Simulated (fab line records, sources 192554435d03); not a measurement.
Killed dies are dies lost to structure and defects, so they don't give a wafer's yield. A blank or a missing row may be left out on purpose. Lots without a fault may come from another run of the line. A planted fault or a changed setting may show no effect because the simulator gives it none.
Which tool did it? | flow n5_finfet | 24 lots, 72 wafers sampled, at 6 steps of a route of 1938

WHAT THE GAUGES READ, wafer by wafer
N5_BEOL_M15_OVL_MEAS_11.
lot  | measured     | on         | V14_OVL (nm)
L075 | day 13 08:01 | overlay-01 | -6 1 8
L074 | day 13 11:22 | overlay-01 | 5 1 2
L076 | day 13 13:20 | overlay-02 | 4 -2 3
L077 | day 14 05:50 | overlay-02 | 1 -3 -2
L078 | day 14 13:50 | overlay-02 | 9 4 4
L080 | day 14 16:22 | overlay-02 | 6 16 10
L079 | day 14 19:26 | overlay-02 | 0 1 0
L081 | day 14 19:51 | overlay-01 | -1 -1 -2
L083 | day 15 02:36 | overlay-01 | -1 7 10
L082 | day 15 18:04 | overlay-01 | 2 -1 6
L086 | day 15 23:17 | overlay-02 | -1 8 -3
L084 | day 16 02:33 | overlay-01 | 0 -3 -1
L089 | day 16 06:05 | overlay-02 | 0 -1 -5
L087 | day 16 13:11 | overlay-01 | 5 4 -2
L088 | day 16 19:56 | overlay-02 | 12 14 4
L085 | day 17 01:47 | overlay-01 | 5 -7 -10
L093 | day 17 06:55 | overlay-01 | 4 -1 -1
L091 | day 17 07:19 | overlay-01 | 4 1 1
L096 | day 17 14:42 | overlay-01 | 1 11 6
L092 | day 18 05:33 | overlay-01 | 0 0 0
L094 | day 18 08:43 | overlay-01 | 5 3 8
L095 | day 18 21:38 | overlay-02 | 7 4 3
L090 | day 18 21:41 | overlay-01 | -5 -6 -6
L097 | day 19 22:40 | overlay-01 | -5 -1 5

N5_MIM_TOP_LITHO_OVL_MEAS_11.
lot  | measured     | on         | MIM_TOP_OVL (nm)
L075 | day 13 19:10 | overlay-02 | 9 1 -4
L074 | day 14 01:22 | overlay-02 | -4 0 -1
L076 | day 14 02:01 | overlay-02 | 6 7 0
L077 | day 14 17:06 | overlay-02 | 4 5 -4
L078 | day 15 00:29 | overlay-02 | 10 14 13
L080 | day 15 01:20 | overlay-01 | -3 -8 2
L079 | day 15 04:38 | overlay-01 | 2 9 5
L081 | day 15 06:53 | overlay-02 | -7 2 -9
L083 | day 15 16:02 | overlay-01 | 8 -8 -3
L082 | day 16 01:29 | overlay-01 | -7 0 9
L086 | day 16 12:32 | overlay-02 | 3 8 4
L084 | day 16 14:08 | overlay-02 | 1 1 3
L089 | day 16 21:28 | overlay-02 | 5 -2 0
L087 | day 16 23:27 | overlay-01 | 4 -5 -2
L088 | day 17 04:54 | overlay-01 | -4 0 1
L085 | day 17 11:20 | overlay-01 | -5 -3 -1
L093 | day 17 18:08 | overlay-01 | 0 1 3
L091 | day 17 14:28 | overlay-02 | -2 -4 0
L096 | day 18 03:11 | overlay-02 | -2 0 -3
L092 | day 18 16:40 | overlay-01 | 0 -1 8
L094 | day 18 19:23 | overlay-01 | -7 -10 6
L095 | day 19 07:05 | overlay-02 | -11 -1 -7
L090 | day 19 07:20 | overlay-02 | 3 5 3
L097 | day 20 08:13 | overlay-01 | -3 -2 0

WHICH TOOL RAN EACH LOT (tool, then ch and the chambers of the sampled wafers, then the start)
lot  | N5_BEOL_M15_STRIP_64                          | N5_BEOL_M15_ETCH_61                | N5_BEOL_M15_TRENCH_ETCH_34         | N5_BEOL_M15_DEGAS_41
L075 | rie_diel-04 ch 0,1, day 13 10:07 or earlier   | rie_diel-04 ch 0,1,3, day 13 10:07 | rie_diel-04 ch 0,1,3, day 13 10:10 | pvd_sputter-01, day 13 11:49
L074 | rie_diel-01 ch 2,3, day 13 13:08 or earlier   | rie_diel-01 ch 0,1,3, day 13 13:08 | rie_diel-01 ch 0,1,3, day 13 13:11 | pvd_sputter-01, day 13 19:24
L076 | rie_diel-02 ch 0,1,3, day 13 15:01 or earlier | rie_diel-04 ch 0,3, day 13 15:01   | rie_diel-04 ch 0,3, day 13 15:04   | pvd_sputter-02, day 13 19:26
L077 | rie_diel-04 ch 0,2, day 14 07:52 or earlier   | rie_diel-04 ch 2,3, day 14 07:52   | rie_diel-04 ch 2,3, day 14 07:56   | pvd_sputter-01, day 14 10:35
L078 | rie_diel-01 ch 0,2, day 14 15:25 or earlier   | rie_diel-01 ch 2,3, day 14 15:25   | rie_diel-01 ch 2,3, day 14 15:28   | pvd_sputter-03, day 14 18:02
L080 | rie_diel-01 ch 0,2, day 14 19:05 or earlier   | rie_diel-01 ch 0,3, day 14 19:05   | rie_diel-01 ch 0,3, day 14 19:08   | pvd_sputter-01, day 14 21:14
L079 | rie_diel-04 ch 1,2,3, day 14 22:07 or earlier | rie_diel-04 ch 1,2,3, day 14 22:07 | rie_diel-04 ch 1,2,3, day 14 22:10 | pvd_sputter-02, day 15 00:22
L081 | rie_diel-01 ch 0,2,3, day 14 22:13 or earlier | rie_diel-01 ch 0,2,3, day 14 22:13 | rie_diel-01 ch 0,2,3, day 14 22:19 | pvd_sputter-02, day 15 00:41
L083 | rie_diel-04 ch 0,1,3, day 15 04:26 or earlier | rie_diel-04 ch 0,1,2, day 15 04:26 | rie_diel-04 ch 0,1,2, day 15 04:29 | pvd_sputter-02, day 15 08:31
L082 | rie_diel-02 ch 0,2,3, day 15 19:38 or earlier | rie_diel-04 ch 1,3, day 15 19:38   | rie_diel-04 ch 1,3, day 15 19:41   | pvd_sputter-02, day 15 21:02
L086 | rie_diel-04 ch 0,1,3, day 16 01:10 or earlier | rie_diel-02 ch 0,1,3, day 16 01:10 | rie_diel-02 ch 0,1,3, day 16 01:13 | pvd_sputter-01, day 16 06:40
L084 | rie_diel-04 ch 0,1,3, day 16 04:43 or earlier | rie_diel-04 ch 0,1,3, day 16 04:43 | rie_diel-04 ch 0,1,3, day 16 04:46 | pvd_sputter-02, day 16 07:45
L089 | rie_diel-04 ch 1,2,3, day 16 07:40 or earlier | rie_diel-02 ch 1,2,3, day 16 07:40 | rie_diel-02 ch 1,2,3, day 16 07:43 | pvd_sputter-01, day 16 15:35
L087 | rie_diel-01 ch 0,2, day 16 14:52 or earlier   | rie_diel-01 ch 0,2,3, day 16 14:52 | rie_diel-01 ch 0,2,3, day 16 14:55 | pvd_sputter-03, day 16 18:02
L088 | rie_diel-01 ch 2,3, day 16 21:31 or earlier   | rie_diel-02 ch 0,2,3, day 16 21:31 | rie_diel-02 ch 0,2,3, day 16 21:37 | pvd_sputter-03, day 16 23:46
L085 | rie_diel-02 ch 0,2, day 17 03:27 or earlier   | rie_diel-02 ch 0,1,2, day 17 03:27 | rie_diel-02 ch 0,1,2, day 17 03:31 | pvd_sputter-02, day 17 06:22
L093 | rie_diel-02 ch 1,2,3, day 17 08:38 or earlier | rie_diel-02 ch 2,3, day 17 08:38   | rie_diel-02 ch 2,3, day 17 08:41   | pvd_sputter-02, day 17 10:22
L091 | rie_diel-02 ch 1,2,3, day 17 09:07 or earlier | rie_diel-04 ch 0,1,2, day 17 09:07 | rie_diel-04 ch 0,1,2, day 17 09:10 | pvd_sputter-03, day 17 10:23
L096 | rie_diel-02 ch 1,3, day 17 16:36 or earlier   | rie_diel-02 ch 1,2,3, day 17 16:36 | rie_diel-02 ch 1,2,3, day 17 16:39 | pvd_sputter-02, day 17 19:31
L092 | rie_diel-01 ch 0,1,3, day 18 07:19 or earlier | rie_diel-04 ch 0,3, day 18 07:19   | rie_diel-04 ch 0,3, day 18 07:22   | pvd_sputter-01, day 18 12:32
L094 | rie_diel-02 ch 0,1,3, day 18 10:24 or earlier | rie_diel-02 ch 0,1,3, day 18 10:24 | rie_diel-02 ch 0,1,3, day 18 10:27 | pvd_sputter-03, day 18 12:52
L095 | rie_diel-04 ch 1,2, day 18 23:29 or earlier   | rie_diel-01 ch 2,3, day 18 23:29   | rie_diel-01 ch 2,3, day 18 23:32   | pvd_sputter-01, day 19 00:29
L090 | rie_diel-02 ch 0,1,3, day 18 23:43 or earlier | rie_diel-04 ch 1,2,3, day 18 23:43 | rie_diel-04 ch 1,2,3, day 18 23:46 | pvd_sputter-02, day 19 00:37
L097 | rie_diel-02 ch 2,3, day 20 00:13 or earlier   | rie_diel-01 ch 1,2, day 20 00:13   | rie_diel-01 ch 1,2, day 20 00:16   | pvd_sputter-03, day 20 03:37
- N5_BEOL_M15_STRIP_64: strips in O2.
- N5_BEOL_M15_ETCH_61: etches BARC in N2/H2, target depth 89 nm, overetch 26.7 nm, time 67.9 s.
- N5_BEOL_M15_TRENCH_ETCH_34: etches SiO2 in C4F8/O2/Ar, target depth 872.93 nm, time 199 s.
- N5_BEOL_M15_DEGAS_41: time 60 s.

WHAT THE TOOLS THEMSELVES READ (means of the sampled wafers that have a number; where no wafer has one, the mark that the record gives instead)
N5_BEOL_M15_STRIP_64.
lot  | tool        | drypump_motor_current_A (A) | o2_flow_sccm (sccm) | oes_product_au (a.u.) | rf_vpp_V (V) | showerhead_plenum_p_Torr (Torr) | throttle_valve_pct (%)
L075 | rie_diel-04 | 5.4                         | 226.6               | 0.76                  | 3.4          | 2.06                            | 16.65
L074 | rie_diel-01 | 5.6                         | 225.1               | 0.76                  | 3.4          | 2.18                            | 16.74
L076 | rie_diel-02 | 5.5                         | 224.6               | 0.85                  | 3.6          | 2.10                            | 16.55
L077 | rie_diel-04 | 5.4                         | 224.9               | 0.86                  | 3.9          | 2.06                            | 16.57
L078 | rie_diel-01 | 6.0                         | 225.5               | 0.82                  | 3.3          | 2.21                            | 16.46
L080 | rie_diel-01 | 6.1                         | 224.7               | 0.75                  | 3.1          | 2.18                            | 16.66
L079 | rie_diel-04 | 5.9                         | 225.3               | 0.82                  | 3.4          | 2.05                            | 16.50
L081 | rie_diel-01 | 5.8                         | 224.8               | 0.76                  | 3.8          | 2.18                            | 16.71
L083 | rie_diel-04 | 5.7                         | 224.6               | 0.75                  | 4.0          | 2.00                            | 16.68
L082 | rie_diel-02 | 5.7                         | 225.0               | 0.83                  | 3.5          | 2.12                            | 16.58
L086 | rie_diel-04 | 5.7                         | 225.0               | 0.75                  | 3.9          | 2.00                            | 16.68
L084 | rie_diel-04 | 5.7                         | 224.3               | 0.74                  | 3.4          | 2.00                            | 16.69
L089 | rie_diel-04 | 5.9                         | 224.2               | 0.80                  | 3.8          | 2.04                            | 16.50
L087 | rie_diel-01 | 6.1                         | 225.6               | 0.79                  | 4.0          | 2.20                            | 16.49
L088 | rie_diel-01 | 5.8                         | 226.0               | 0.79                  | 3.2          | 2.20                            | 16.54
L085 | rie_diel-02 | 5.5                         | 224.8               | 0.84                  | 3.6          | 2.13                            | 16.73
L093 | rie_diel-02 | 5.5                         | 224.8               | 0.82                  | 3.4          | 2.09                            | 16.48
L091 | rie_diel-02 | 5.5                         | 225.7               | 0.82                  | 3.7          | 2.09                            | 16.49
L096 | rie_diel-02 | 5.3                         | 224.5               | 0.81                  | 3.7          | 2.06                            | 16.46
L092 | rie_diel-01 | 5.8                         | 224.7               | 0.92                  | 3.2          | 2.17                            | 16.61
L094 | rie_diel-02 | 5.5                         | 225.5               | 0.80                  | 4.0          | 2.09                            | 16.61
L095 | rie_diel-04 | 5.7                         | 224.5               | 0.77                  | 3.3          | 2.09                            | 16.57
L090 | rie_diel-02 | 5.6                         | 225.0               | 0.80                  | 3.8          | 2.09                            | 16.61
L097 | rie_diel-02 | 5.9                         | 225.3               | 0.79                  | 3.7          | 2.11                            | 16.52

N5_BEOL_M15_ETCH_61.
lot  | tool        | drypump_motor_current_A (A) | oes_product_au (a.u.) | rf_vpp_V (V) | showerhead_plenum_p_Torr (Torr) | throttle_valve_pct (%)
L075 | rie_diel-04 | 5.7                         | 0.65                  | 521          | 2.44                            | 17.93
L074 | rie_diel-01 | 5.8                         | 0.65                  | 527          | 2.65                            | 18.12
L076 | rie_diel-04 | 5.6                         | 0.67                  | 521          | 2.42                            | 17.93
L077 | rie_diel-04 | 6.3                         | 0.71                  | 521          | 2.42                            | 17.65
L078 | rie_diel-01 | 5.6                         | 0.64                  | 526          | 2.65                            | 18.02
L080 | rie_diel-01 | 5.9                         | 0.60                  | 527          | 2.61                            | 18.14
L079 | rie_diel-04 | 6.0                         | 0.69                  | 522          | 2.49                            | 17.75
L081 | rie_diel-01 | 5.8                         | 0.65                  | 527          | 2.64                            | 17.96
L083 | rie_diel-04 | 5.5                         | 0.70                  | 524          | 2.53                            | 17.86
L082 | rie_diel-04 | 6.1                         | 0.63                  | 519          | 2.39                            | 17.86
L086 | rie_diel-02 | 5.6                         | 0.70                  | 524          | 2.53                            | 17.71
L084 | rie_diel-04 | 5.7                         | 0.64                  | 520          | 2.44                            | 17.98
L089 | rie_diel-02 | 5.5                         | 0.71                  | 523          | 2.53                            | 17.61
L087 | rie_diel-01 | 5.9                         | 0.63                  | 527          | 2.64                            | 17.97
L088 | rie_diel-02 | 5.7                         | 0.70                  | 524          | 2.57                            | 17.75
L085 | rie_diel-02 | 5.3                         | 0.72                  | 524          | 2.54                            | 17.79
L093 | rie_diel-02 | 5.9                         | 0.69                  | 524          | 2.56                            | 17.60
L091 | rie_diel-04 | 5.5                         | 0.68                  | 523          | 2.52                            | 17.88
L096 | rie_diel-02 | 5.5                         | 0.70                  | 523          | 2.53                            | 17.63
L092 | rie_diel-04 | 6.0                         | 0.63                  | 519          | 2.36                            | 17.90
L094 | rie_diel-02 | 5.6                         | 0.68                  | 523          | 2.52                            | 17.73
L095 | rie_diel-01 | 5.8                         | 0.73                  | 528          | 2.66                            | 17.66
L090 | rie_diel-04 | 5.9                         | 0.66                  | 522          | 2.48                            | 17.80
L097 | rie_diel-01 | 5.9                         | 0.68                  | 527          | 2.67                            | 17.92

N5_BEOL_M15_TRENCH_ETCH_34.
lot  | tool        | drypump_motor_current_A (A) | mfc_ar_sccm (sccm) | oes_product_au (a.u.) | rf_vpp_V (V) | showerhead_plenum_p_Torr (Torr) | throttle_valve_pct (%)
L075 | rie_diel-04 | 5.7                         | 399.0              | 0.76                  | 2214         | 3.31                            | 30.89
L074 | rie_diel-01 | 5.8                         | 399.1              | 0.76                  | 2229         | 3.56                            | 31.08
L076 | rie_diel-04 | 5.6                         | 399.4              | 0.78                  | 2208         | 3.28                            | 30.93
L077 | rie_diel-04 | 6.3                         | 400.3              | 0.83                  | 2220         | 3.28                            | 30.58
L078 | rie_diel-01 | 5.6                         | 400.3              | 0.75                  | 2240         | 3.55                            | 30.82
L080 | rie_diel-01 | 5.9                         | 401.0              | 0.69                  | 2228         | 3.53                            | 31.08
L079 | rie_diel-04 | 6.0                         | 399.6              | 0.81                  | 2225         | 3.37                            | 30.71
L081 | rie_diel-01 | 5.8                         | 400.1              | 0.74                  | 2232         | 3.56                            | 30.85
L083 | rie_diel-04 | 5.5                         | 399.7              | 0.82                  | 2227         | 3.42                            | 30.87
L082 | rie_diel-04 | 6.1                         | 401.1              | 0.73                  | 2214         | 3.25                            | 30.76
L086 | rie_diel-02 | 5.6                         | 401.6              | 0.82                  | 2235         | 3.43                            | 30.79
L084 | rie_diel-04 | 5.7                         | 400.4              | 0.74                  | 2213         | 3.30                            | 30.91
L089 | rie_diel-02 | 5.5                         | 400.3              | 0.83                  | 2219         | 3.42                            | 30.64
L087 | rie_diel-01 | 5.8                         | 401.1              | 0.74                  | 2232         | 3.55                            | 30.85
L088 | rie_diel-02 | 5.7                         | 400.1              | 0.83                  | 2224         | 3.47                            | 30.81
L085 | rie_diel-02 | 5.3                         | 399.9              | 0.84                  | 2221         | 3.44                            | 30.87
L093 | rie_diel-02 | 5.9                         | 399.4              | 0.80                  | 2223         | 3.45                            | 30.59
L091 | rie_diel-04 | 5.5                         | 399.8              | 0.79                  | 2227         | 3.41                            | 30.87
L096 | rie_diel-02 | 5.5                         | 400.9              | 0.81                  | 2219         | 3.42                            | 30.65
L092 | rie_diel-04 | 6.0                         | 400.2              | 0.73                  | 2206         | 3.20                            | 30.81
L094 | rie_diel-02 | 5.6                         | 399.0              | 0.80                  | 2233         | 3.42                            | 30.82
L095 | rie_diel-01 | 5.8                         | 400.3              | 0.86                  | 2235         | 3.57                            | 30.55
L090 | rie_diel-04 | 5.9                         | 400.8              | 0.77                  | 2225         | 3.36                            | 30.71
L097 | rie_diel-01 | 5.9                         | 399.3              | 0.79                  | 2220         | 3.59                            | 30.88

N5_BEOL_M15_DEGAS_41.
lot  | tool           | heater_power_w (W)
L075 | pvd_sputter-01 | 519
L074 | pvd_sputter-01 | 448
L076 | pvd_sputter-02 | 423
L077 | pvd_sputter-01 | 491
L078 | pvd_sputter-03 | 496
L080 | pvd_sputter-01 | 489
L079 | pvd_sputter-02 | 432
L081 | pvd_sputter-02 | 415
L083 | pvd_sputter-02 | 426
L082 | pvd_sputter-02 | 419
L086 | pvd_sputter-01 | 506
L084 | pvd_sputter-02 | 419
L089 | pvd_sputter-01 | 519
L087 | pvd_sputter-03 | 395
L088 | pvd_sputter-03 | 493
L085 | pvd_sputter-02 | 403
L093 | pvd_sputter-02 | 403
L091 | pvd_sputter-03 | 394
L096 | pvd_sputter-02 | 424
L092 | pvd_sputter-01 | 482
L094 | pvd_sputter-03 | 491
L095 | pvd_sputter-01 | 462
L090 | pvd_sputter-02 | 401
L097 | pvd_sputter-03 | 397

THE ANSWER, worked out from the rows above alone
Rule: what is usual is taken from the lots themselves. Put in order of their means at a reading, lots are off if they are a third of the lots or fewer, leave a main group of 4 or more, and stand apart from it by a gap of 3 or more times the standard deviation of the main group's means; of several such gaps the widest counts. A main group whose means are all the same, to the digits that the tables above print for the reading, isn't used. A lot without any number at a reading at which 4 lots or more have one is off too. The other lots that the step has rows for count as sound. The gauges are gone through in route order, then the tools' own readings, and for those a lot's mean is taken as printed above. The first step at which some lot is off is used, and at that step the reading that is off furthest; a lot without a number counts as furthest.
No lot is off at any reading shown: from this, nothing can be told.

WHAT THE SIMULATOR HAD PUT IN
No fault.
